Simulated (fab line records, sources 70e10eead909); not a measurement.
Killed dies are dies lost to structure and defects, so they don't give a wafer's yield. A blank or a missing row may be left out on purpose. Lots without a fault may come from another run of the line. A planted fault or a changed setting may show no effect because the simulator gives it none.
fab line records | flow nand_harc
record lots=6 wafers=18 last_day=33
route steps=1302 shown THIN_TSV@1256 END@1302
lots that met no fault: from a run of the same line without faults
start_h: hours from the record's first day to the start of the lot's first wafer shown | wait_h: hours since the lot's step before | " the same as in the row above | L1.1+2: a row that stands for several wafers | - no value, or no start given | * or withheld: withheld | < > ~ a bound
route shown NAME@n: a module of which the file shows steps, and the number in the route of the first | usual: mean/standard deviation of fault-free wafers | same: alike in all rows | chamber/n: place in a boat | sites: the reading at each site | _std_site: their standard deviation | _edge_site: outer sites' mean less inner sites' | radius_mm: how far each site lies from the wafer's centre | mask NAME#n: copy n | behind: the tool/chamber that last shaped the wafer | hold: why the lot was held/for how many hours/how that ended | device: the transistor (n, p or np) that didn't switch | end of line: the same wafers' tests at the end of the route | a step without rows: its recipe alone | killed: dies lost to structure and defects at the first sort, not the wafer's yield | map: a wafer's dies, x killed, . not, _ none there
set.NAME: the setting as run; set.NAME@STEP: as run at that earlier step | model.NAME: the simulator's own value behind a step, which no gauge read
lots at some steps of the route; a table a step, a row a wafer
services: from which hour (start_h, from the record's first day; less than 0 if before it) a tool's chamber was out of use, for how many hours, and why
## steps
# step NHARC_THIN_TSV_EXPOSE_09
# recipe na=0.55 dose_mj=30.7 mask_id=TSV
# step NHARC_THIN_TSV_PEB_10
# recipe peb_temp_c=118 peb_time_s=85
# step NHARC_THIN_TSV_DEVELOP_11
# recipe time_s=70
# step NHARC_THIN_TSV_CD_MEAS_12
# recipe target_cd_nm=1000 landing_energy_ev=500
# usual cd_nm=1000.4/1.4
# columns lot.wafer tool chamber start_h wait_h cd_nm
L833.1 cd_sem-02 0 548.82 - 1001.3
L833.4 " 0 " " 999.8
L833.5 " 0 " " 1001.1
L834.4 cd_sem-02 0 562.05 - 999.5
L834.5 " 0 " " 1000.9
L834.6 " 0 " " 1000.2
L847.1 cd_sem-02 0 686.34 - 997.5
L847.2 " 0 " " 999.1
L847.4 " 0 " " 999.0
L849.1 cd_sem-03 0 712.47 - 1000.1
L849.3 " 0 " " 999.9
L849.4 " 0 " " 999.9
L853.1 cd_sem-02 0 758.40 - 1001.5
L853.2 " 0 " " 1000.2
L853.3 " 0 " " 1001.2
L852.2 cd_sem-02 0 765.93 - 1001.5
L852.4 " 0 " " 1000.3
L852.6 " 0 " " 1001.6
# step NHARC_THIN_TSV_HARDBAKE_13
# recipe temp_c=125 time_s=80
# step NHARC_THIN_TSV_DESCUM_14
# recipe time_s=3 o2_flow_sccm=200 ar_flow_sccm=0 bias_power_w=0 chemistry=O2
# usual drypump_motor_current_A=5.5/0.42 oes_product_au=1.000/0.0078 rf_vpp_V=57.8/1 showerhead_plenum_p_Torr=1.93/0.1 throttle_valve_pct=11.310/0.0096
# columns lot.wafer tool chamber start_h wait_h drypump_motor_current_A oes_product_au rf_hours_counter_h rf_vpp_V showerhead_plenum_p_Torr throttle_valve_pct
L833.1 rie_diel-12 0 548.98 - 5.1 1.006 6.3 58.9 1.78 11.314
L833.4 " 3 " " 6.1 1.005 6.1 58.9 1.90 11.314
L833.5 " 1 " " 5.4 1.001 - 57.3 1.91 11.312
L834.4 rie_diel-13 0 562.21 - 6.1 0.984 1.4 59.4 1.92 11.305
L834.5 " 3 " " 5.0 0.998 - 59.3 2.06 11.308
L834.6 " 0 " " 6.1 0.994 - 56.7 1.92 11.309
L847.1 rie_diel-12 3 686.50 - 6.1 0.989 3.0 57.4 1.89 11.314
L847.4 " 1 " " 5.4 1.005 3.3 58.1 1.90 11.307
L847.2 " 2 " " 5.8 1.005 3.0 59.5 1.94 11.303
L849.3 rie_diel-13 3 712.63 - 5.0 1.002 0.3 57.5 2.06 11.304
L849.4 " 0 " " 6.1 0.993 0.4 59.0 1.92 11.309
L849.1 " 1 " " 6.0 1.000 0.4 57.2 2.06 11.320
L853.1 rie_diel-13 0 758.56 - 6.1 0.989 3.2 57.5 1.92 11.323
L853.3 " 1 " " 6.1 0.996 3.4 58.8 2.06 11.304
L853.2 " 3 " " 5.0 0.998 2.8 57.5 2.06 11.326
L852.2 rie_diel-06 1 766.09 - 5.3 1.004 4.7 56.8 1.80 11.302
L852.4 " 3 " " 5.8 1.008 4.7 58.1 1.80 11.313
L852.6 " 2 " " 5.6 1.008 - 58.3 2.05 11.297
# step NHARC_THIN_TSV_ETCH_44
# recipe target_depth_a=15942 time_s=797.1 cf4_flow_sccm=150 o2_flow_sccm=10 ar_flow_sccm=0 rf_w=300 bias_w=800 chemistry=CF4/O2
# usual drypump_motor_current_A=5.6/0.43 oes_product_au=1.000/0.0066 rf_vpp_V=795/5.6 showerhead_plenum_p_Torr=1.85/0.09 throttle_valve_pct=16.914/0.0088
# columns lot.wafer tool chamber start_h wait_h drypump_motor_current_A oes_product_au rf_hours_counter_h rf_vpp_V showerhead_plenum_p_Torr throttle_valve_pct
L833.1 rie_diel-12 0 549.12 0.1 5.1 0.991 6.4 787 1.71 16.913
L833.4 " 2 " " 5.8 1.000 7.3 796 1.86 16.905
L833.5 " 0 " " 5.1 1.008 - 787 1.71 16.912
L834.4 rie_diel-13 3 562.46 0.2 5.0 1.007 1.5 803 1.96 16.924
L834.6 " 0 " " 6.1 0.986 - 796 1.84 16.913
L834.5 " 1 " " 6.1 0.997 - 803 1.96 16.913
L847.1 rie_diel-12 1 686.59 0.1 5.4 1.003 3.4 792 1.82 16.934
L847.4 " 3 " " 6.2 1.000 3.1 794 1.81 16.931
L847.2 " 0 " " 5.1 1.008 3.5 787 1.71 16.918
L849.1 rie_diel-13 0 712.71 0.1 6.0 0.991 0.5 794 1.84 16.908
L849.3 " 2 " " 4.9 1.004 0.5 792 1.81 16.909
L849.4 " 3 " " 5.1 1.012 0.5 804 1.96 16.920
L853.3 rie_diel-13 3 758.65 0.1 5.0 1.011 2.9 802 1.96 16.918
L853.2 " 0 " " 6.1 0.993 3.3 796 1.84 16.927
L853.1 " 1 " " 6.1 1.002 3.5 802 1.96 16.905
L852.2 rie_diel-06 3 766.23 0.1 5.8 1.011 4.8 788 1.73 16.911
L852.4 " 1 " " 5.3 1.004 4.8 787 1.73 16.904
L852.6 " 3 " " 5.8 1.005 - 788 1.73 16.917
# step NHARC_THIN_TSV_ETCH_15
# recipe target_depth_a=30000 bosch_target_overetch_cycles=2 bosch_etch_step_s=2.8 bosch_dep_step_s=1.2 bosch_cycles=14
# usual drypump_motor_current_A=6.1/0.47
# columns lot.wafer tool chamber start_h wait_h drypump_motor_current_A rf_hours_counter_h
L833.1 rie_si-05 1 549.66 - 6.0 0.4
L833.5 " 0 " " 6.5 -
L833.4 " 1 " " 6.1 -
L834.4 rie_si-02 3 562.86 - 5.6 0.3
L834.5 " 3 " " 5.5 -
L834.6 " 0 " " 5.6 -
L847.2 rie_si-04 2 687.16 - 6.7 0.9
L847.4 " 3 " " 6.4 1.0
L847.1 " 1 " " 6.5 1.1
L849.3 rie_si-02 3 713.30 - 5.6 0.4
L849.1 " 1 " " 6.0 0.4
L849.4 " 2 " " 5.1 -
L853.1 rie_si-04 0 759.21 - 5.6 0.4
L853.2 " 1 " " 6.5 0.4
L853.3 " 2 " " 6.6 0.3
L852.2 rie_si-02 2 766.76 - 5.1 0.7
L852.6 " 2 " " 5.1 -
L852.4 " 3 " " 5.6 -
# step NHARC_THIN_TSV_CD_MEAS_16
# usual cd_nm=1000.4/1.5
# columns lot.wafer tool chamber start_h wait_h cd_nm
L833.1 cd_sem-02 - 549.81 0.1 1002.1
L833.4 " - " " 999.5
L833.5 " - " " 1001.9
L834.4 cd_sem-03 - 563.01 0.1 999.2
L834.5 " - " " 1001.0
L834.6 " - " " 1000.3
L847.1 cd_sem-01 - 687.30 0.1 997.8
L847.2 " - " " 998.9
L847.4 " - " " 999.4
L849.1 cd_sem-03 - 713.46 0.1 1000.1
L849.3 " - " " 1000.1
L849.4 " - " " 1000.6
L853.1 cd_sem-01 - 759.36 0.1 1001.2
L853.2 " - " " 1000.4
L853.3 " - " " 1001.1
L852.2 cd_sem-02 - 766.91 0.1 1001.5
L852.4 " - " " 1000.7
L852.6 " - " " 1002.5
# step NHARC_THIN_TSV_STRIP_45
# recipe power_w=1500 temp_c=250 chemistry=O2
# step NHARC_THIN_TSV_STRIP_46
# recipe time_s=1200 temp_c=72.5 chemistry=post_etch_residue_remover
# step NHARC_THIN_TSV_DEP_47
# recipe target_thk_a=2000 temp_c=withheld pressure_torr=6.5 rf_w=900 teos_flow_sccm=161.4 flow_sccm=2650 target_thk_nm=200 gas=O2 material=SiO2
# usual throttle_valve_pct=16.1/0.61
# columns lot.wafer tool chamber start_h wait_h throttle_valve_pct
L833.1 pecvd-04 1 552.15 - 15.2
L833.4 " 0 " " 15.9
L833.5 " 1 " " 15.2
L834.4 pecvd-01 0 564.01 - 15.9
L834.5 " 1 " " 16.9
L834.6 " 2 " " 16.4
L847.2 pecvd-01 0 688.17 - 15.6
L847.1 " 1 " " 16.7
L847.4 " 1 " " 16.6
L849.1 pecvd-01 1 714.33 - 16.6
L849.3 " 2 " " 16.5
L849.4 " 1 " " 17.0
L853.1 pecvd-03 2 760.23 - 16.0
L853.2 " 0 " " 15.5
L853.3 " 1 " " 15.3
L852.2 pecvd-01 1 767.86 - 17.0
L852.4 " 0 " " 15.3
L852.6 " 1 " " 16.8
# step NHARC_THIN_TSV_ETCHBACK_48
# recipe target_depth_a=10285 over_etch_frac=0.3 time_s=405.17 ion_energy_ev=250 c4f8_flow_sccm=withheld ar_flow_sccm=withheld rf_w=600 bias_w=300 chemistry=C4F8/Ar
# usual oes_product_au=0.94/0.032 over_etch_frac=0.3/0 rf_vpp_V=548/3.6
# columns lot.wafer tool chamber start_h wait_h oes_product_au over_etch_frac rf_hours_counter_h rf_vpp_V
L833.4 rie_diel-06 2 552.53 - 0.94 0.3 2.4 553
L833.1 " 3 " " 0.93 0.3 2.6 544
L833.5 " 1 " " 0.93 0.3 - 543
L834.4 rie_diel-13 1 564.28 - 0.91 0.3 1.9 553
L834.5 " 1 " " 0.92 0.3 - 550
L834.6 " 2 " " 0.91 0.3 - 546
L847.1 rie_diel-13 1 688.61 - 0.92 0.24107 8.2 551
L847.4 " 2 " " 0.92 0.3 8.6 547
L847.2 " 3 " " 0.93 0.24107 9.0 553
L849.3 rie_diel-13 0 714.73 - 0.95 0.3 0.9 546
L849.1 " 1 " " 0.98 0.24107 0.9 552
L849.4 " 3 " " 0.96 0.3 0.6 553
L853.2 rie_diel-06 2 760.63 - 0.93 0.3 5.2 552
L853.3 " 3 " " 0.93 0.3 4.4 543
L853.1 " 1 " " 0.93 0.3 4.5 543
L852.4 rie_diel-12 1 768.36 0.4 0.92 0.3 7.4 547
L852.2 " 2 " " 0.92 0.3 6.0 549
L852.6 " 0 " " 0.92 0.3 - 542
# step NHARC_THIN_TSV_STRIP_62
# recipe power_w=1500 temp_c=250 time_s=20 chemistry=N2/H2
# usual drypump_motor_current_A=5.6/0.35 heater_power_w=366/16
# columns lot.wafer tool chamber start_h wait_h drypump_motor_current_A heater_power_w rf_hours_counter_h
L833.1 plasma_asher-02 0 552.84 - 6.0 352 22
L833.4 " 0 " " 6.0 359 -
L833.5 " 0 " " 6.0 358 -
L834.4 plasma_asher-02 0 564.70 - 6.0 367 -
L834.5 " 1 " " 5.0 394 -
L834.6 " 0 " " 6.0 362 -
L847.1 plasma_asher-01 0 688.93 - 5.4 373 37
L847.2 " 1 " " 5.9 356 37
L847.4 " 1 " " 6.0 356 -
L849.1 plasma_asher-01 0 715.09 - 5.5 377 2
L849.3 " 0 " " 5.5 369 -
L849.4 " 1 " " 5.9 364 -
L853.1 plasma_asher-01 0 760.98 - 5.5 379 11
L853.2 " 1 " " 5.9 351 11
L853.3 " 0 " " 5.5 358 -
L852.2 plasma_asher-01 0 768.68 - 5.4 372 13
L852.4 " 1 " " 5.9 360 -
L852.6 " 1 " " 5.9 367 -
# step NHARC_END_SORT_01
# recipe temp_c=25
# usual defect_limited_yield=90.6/2.7 killed_at_array=59/19 killed_at_other=0.6/0.85 killed_at_periphery=3.8/2.5 killed_dies=64/19 killed_open=3.3/1.8 killed_short=2.2/1.6
# same gross_dies=677
# columns lot.wafer tool chamber start_h wait_h defect_limited_yield[%] killed_at_array killed_at_other killed_at_periphery killed_dies killed_open killed_short
L833.1 prober-01 0 565.04 2.5 92.2 50 1 2 53 1 5
L833.4 prober-01 0 567.44 3.4 87.6 79 2 3 84 2 5
L833.5 prober-01 0 568.24 3.7 89.5 68 1 2 71 2 3
L847.1 prober-01 0 700.29 2.5 87.9 78 1 3 82 1 4
L847.2 prober-01 0 701.09 2.8 90.0 65 0 3 68 4 0
L847.4 prober-01 0 702.70 3.4 90.3 64 1 1 66 4 1
L853.1 prober-01 0 772.14 2.5 90.7 60 0 3 63 3 3
L853.2 prober-01 0 772.95 2.8 90.0 64 0 4 68 3 3
L853.3 prober-01 0 773.76 3.1 89.5 66 1 4 71 4 4
L852.2 prober-01 0 781.51 2.8 90.5 57 0 7 64 3 3
L852.4 prober-01 0 783.12 3.4 91.9 50 0 5 55 0 2
L852.6 prober-01 0 784.72 4.0 89.8 59 0 10 69 6 3
# killed by level:class
L833.1 A_CHANNEL_HOLE_D1:chamber_film_flake=18 A_CHANNEL_HOLE_D2:chamber_film_flake=17 A_CONTACT:chamber_film_flake=4 A_CHANNEL_FILL_D1:geometric_particle:short=2 A_STAIRCASE:chamber_film_flake=2 A_SGD_CUT:chamber_film_flake=2 A_WL_FILL:chamber_film_flake=2 A_CHANNEL_HOLE_D2:geometric_particle:open=1
L833.4 A_CHANNEL_HOLE_D1:chamber_film_flake=31 A_CHANNEL_HOLE_D2:chamber_film_flake=22 A_CONTACT:chamber_film_flake=7 A_CHANNEL_FILL_D2:chamber_film_flake=6 A_CHANNEL_FILL_D1:geometric_particle:short=2 A_DECK1_JOINT:chamber_film_flake=2 A_STAIRCASE:chamber_film_flake=2 A_SGD_CUT:chamber_film_flake=2
L833.5 A_CHANNEL_HOLE_D2:chamber_film_flake=24 A_CHANNEL_HOLE_D1:chamber_film_flake=22 A_CONTACT:chamber_film_flake=7 A_DECK1_JOINT:chamber_film_flake=3 A_WL_FILL:chamber_film_flake=3 A_CHANNEL_FILL_D2:chamber_film_flake=2 A_STAIRCASE:chamber_film_flake=2 P_GATE:geometric_particle:open=1
L847.1 A_CHANNEL_HOLE_D1:chamber_film_flake=38 A_SLIT:chamber_film_flake=29 A_CONTACT:chamber_film_flake=3 P_GATE:chamber_film_flake=2 A_CHANNEL_FILL_D1:chamber_film_flake=2 A_CHANNEL_FILL_D1:geometric_particle:short=1 A_ONON_D2:geometric_particle:open=1 A_ONON_D2:geometric_particle:short=1
L847.2 A_SLIT:chamber_film_flake=39 A_CHANNEL_HOLE_D1:chamber_film_flake=21 A_CONTACT:chamber_film_flake=2 P_STI:geometric_particle:open=1 P_GATE:geometric_particle:open=1 A_CHANNEL_FILL_D1:geometric_particle:open=1 A_CONTACT:geometric_particle:open=1 A_STAIRCASE:chamber_film_flake=1
L847.4 A_CHANNEL_HOLE_D1:chamber_film_flake=30 A_SLIT:chamber_film_flake=26 A_STAIRCASE:chamber_film_flake=2 A_CONTACT:chamber_film_flake=2 P_ZERO_WELL:geometric_particle:short=1 A_CHANNEL_FILL_D1:geometric_particle:open=1 A_ONON_D2:geometric_particle:open=1 A_BLC:geometric_particle:open=1
L853.1 A_CHANNEL_HOLE_D2:chamber_film_flake=21 A_CONTACT:chamber_film_flake=10 A_CHANNEL_HOLE_D1:chamber_film_flake=9 A_STAIRCASE:chamber_film_flake=7 A_SLIT:chamber_film_flake=4 P_STI:chamber_film_flake=2 A_ONON_D1:geometric_particle:short=1 A_ONON_D2:geometric_particle:short=1
L853.2 A_CHANNEL_HOLE_D2:chamber_film_flake=26 A_STAIRCASE:chamber_film_flake=11 A_CHANNEL_HOLE_D1:chamber_film_flake=8 A_CONTACT:chamber_film_flake=8 A_SLIT:chamber_film_flake=4 P_STI:chamber_film_flake=3 A_M1:geometric_particle:open=2 A_CHANNEL_FILL_D1:geometric_particle:short=1
L853.3 A_CHANNEL_HOLE_D2:chamber_film_flake=25 A_CHANNEL_HOLE_D1:chamber_film_flake=11 A_STAIRCASE:chamber_film_flake=8 A_CONTACT:chamber_film_flake=7 A_SLIT:chamber_film_flake=6 P_STI:chamber_film_flake=3 A_CHANNEL_FILL_D1:geometric_particle:short=1 A_CHANNEL_FILL_D1:geometric_particle:open=1
L852.2 A_SLIT:chamber_film_flake=30 A_CHANNEL_HOLE_D1:chamber_film_flake=11 A_CONTACT:chamber_film_flake=5 P_ZERO_WELL:chamber_film_flake=3 P_M0:geometric_particle:short=2 P_BONDPAD:chamber_film_flake=2 A_STAIRCASE:chamber_film_flake=2 A_CHANNEL_HOLE_D2:chamber_film_flake=2
L852.4 A_SLIT:chamber_film_flake=25 A_CHANNEL_HOLE_D1:chamber_film_flake=10 A_CONTACT:chamber_film_flake=8 A_STAIRCASE:chamber_film_flake=3 A_CHANNEL_FILL_D2:chamber_film_flake=2 P_ZERO_WELL:chamber_film_flake=2 A_ONON_D2:geometric_particle:short=1 A_WL_FILL:geometric_particle:short=1
L852.6 A_SLIT:chamber_film_flake=31 A_CHANNEL_HOLE_D1:chamber_film_flake=11 A_STAIRCASE:chamber_film_flake=5 P_ZERO_WELL:chamber_film_flake=4 A_DECK1_JOINT:geometric_particle:short=2 P_STI:chamber_film_flake=2 A_CHANNEL_FILL_D2:chamber_film_flake=2 A_CONTACT:chamber_film_flake=2
## services
# columns tool chamber start_h hours kind
rie_diel-06 3 531.93 3.5 repair
plasma_asher-01 - 541.54 7.6 repair
rie_diel-06 0 553.56 3.6 repair
rie_diel-12 2 569.46 4.2 repair
rie_diel-12 1 575.48 4.4 repair
rie_diel-12 3 602.00 17.9 repair
plasma_asher-02 - 603.23 9.0 pm
rie_diel-13 2 611.43 3.1 repair
rie_diel-12 - 622.40 9.0 pm
rie_si-04 3 625.00 1.7 repair
rie_si-02 - 631.00 9.0 pm
pecvd-01 - 636.35 0.5 repair
rie_diel-13 1 639.10 10.3 repair
rie_diel-06 - 661.20 9.0 pm
plasma_asher-01 - 672.40 1.4 repair
pecvd-01 - 673.21 13.0 pm
rie_si-04 - 696.00 9.0 pm
rie_diel-13 - 696.02 9.0 pm
plasma_asher-01 - 696.08 9.0 pm
rie_si-02 0 711.75 9.4 repair
plasma_asher-02 - 718.44 2.3 repair
rie_si-04 2 756.46 1.0 repair
pecvd-01 2 765.27 3.5 repair
rie_si-04 3 767.38 11.5 repair
## key
first_sign step=NHARC_THIN_TSV_ETCHBACK_48 reading=over_etch_frac direction=down sigmas=99+ usual=0.3 struck=0.24107
effect none on later readings
met_at NHARC_THIN_TSV_ETCHBACK_48
struck_wafers L847.1,L847.2,L849.1
onset_between 564.28 688.61
fault kind=process_parameter_drift tool=rie_diel-13 chamber=- onset_h=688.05 steps=NHARC_THIN_TSV_ETCHBACK_48 channel=over_etch_frac offset=-0.058931 shape=step end_h=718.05 scope=struck_wafers_only acts_in=these_recipes_only stated=0.3
